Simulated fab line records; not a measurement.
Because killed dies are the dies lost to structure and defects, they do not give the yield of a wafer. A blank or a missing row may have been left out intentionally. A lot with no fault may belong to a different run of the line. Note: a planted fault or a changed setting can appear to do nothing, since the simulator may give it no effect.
A struck lot beside a sound one    flow nand harc    14 steps out of a route of 1302
Sound: these wafers, L680.2, L680.3, L680.5. Struck: wafer L688.6 (left out: L688.2, L688.3 of the same lot, which were not struck); the cause appears at the end.
At each step with rows: each side's tool, then ch and its chambers, then its first start. Under that, the readings that differ: sound wafers    struck wafers    difference of the means    sigmas: that difference in standard deviations of wafers without a fault.
alike: readings with means less than 2 such deviations apart, plus words and numbers identical on both sides. not compared: withheld readings, readings lacking a value on some wafer, bounds such as >300 that could conceal the same value, and numbers that have no deviation in the record and whose values overlap.
Wherever a step has rows on one side only, a row that says differs or no value, or a row with sigmas, the two part there. Numbers that have no deviation but don't overlap get no sigmas and don't part them. Lack of a reading on every wafer of one side parts them only where that side has two or more wafers.

NHARC_A_DECK1_JOINT_ETCHBACK_00: etches the open film in HBr, target depth 30 nm, time 17.4 s.
  sound on rie si-04 ch 1,2,3, day 13 21:10; struck on rie si-06 ch 2, day 17 17:05
  alike: drypump motor current A, hbr flow sccm, oes product au, throttle valve pct
  not compared: rf hours counter h
then, 8 steps without rows for these wafers: NHARC_A_DECK1_JOINT_PRECLEAN_30 (cleans in SC1); NHARC_A_DECK1_JOINT_SRD_31; NHARC_A_DECK1_JOINT_CVD_34 (deposits SiNx, target thk 20 nm); NHARC_A_DECK1_JOINT_DEP_06 (deposits SiOx, target thk 80 nm); NHARC_A_DECK1_JOINT_CURE_26 (time 32 s); NHARC_A_DECK1_JOINT_ANNEAL_27 (time 3600 s); NHARC_A_DECK1_JOINT_ANNEAL_28 (time 1800 s); NHARC_A_DECK1_JOINT_ANNEAL_29 (time 1800 s).
NHARC_A_DECK1_JOINT_CMP_02: polishes SiOx.
  sound on cmp-03 ch 0,1,2, day 15 01:03; struck on cmp-03 ch 2, day 18 17:17
  alike: motor current A
then, 1 step without rows for these wafers: NHARC_A_DECK1_JOINT_SRD_15.
NHARC_A_DECK1_JOINT_DEP_16: deposits SiO2, target thk 45 nm.
  sound on pecvd-03 ch 0,1,2, day 15 01:28; struck on pecvd-01 ch 0, day 18 17:43
  alike: heater power w, throttle valve pct
NHARC_A_DECK1_JOINT_THK_MEAS_17: measures by ellipsometry.
  sound: film metro-01 at day 15 01:43; struck: film metro-02 at day 18 17:58
reading      sound           struck  difference  sigmas
thk nm (nm)  46.0 45.7 45.9  61.4    +15.5       +13
NHARC_A_DECK1_JOINT_INSPECT_05:
  sound: defect inspect-02 at day 15 01:45; struck: defect inspect-01 at day 18 18:00
  alike: raw defect count

## WHERE THEY PART
Within this record, at NHARC_A_DECK1_JOINT_THK_MEAS_17 only. Later steps at which nothing parts them and some readings are alike: NHARC_A_DECK1_JOINT_INSPECT_05.

WHY: whatever the simulator had introduced
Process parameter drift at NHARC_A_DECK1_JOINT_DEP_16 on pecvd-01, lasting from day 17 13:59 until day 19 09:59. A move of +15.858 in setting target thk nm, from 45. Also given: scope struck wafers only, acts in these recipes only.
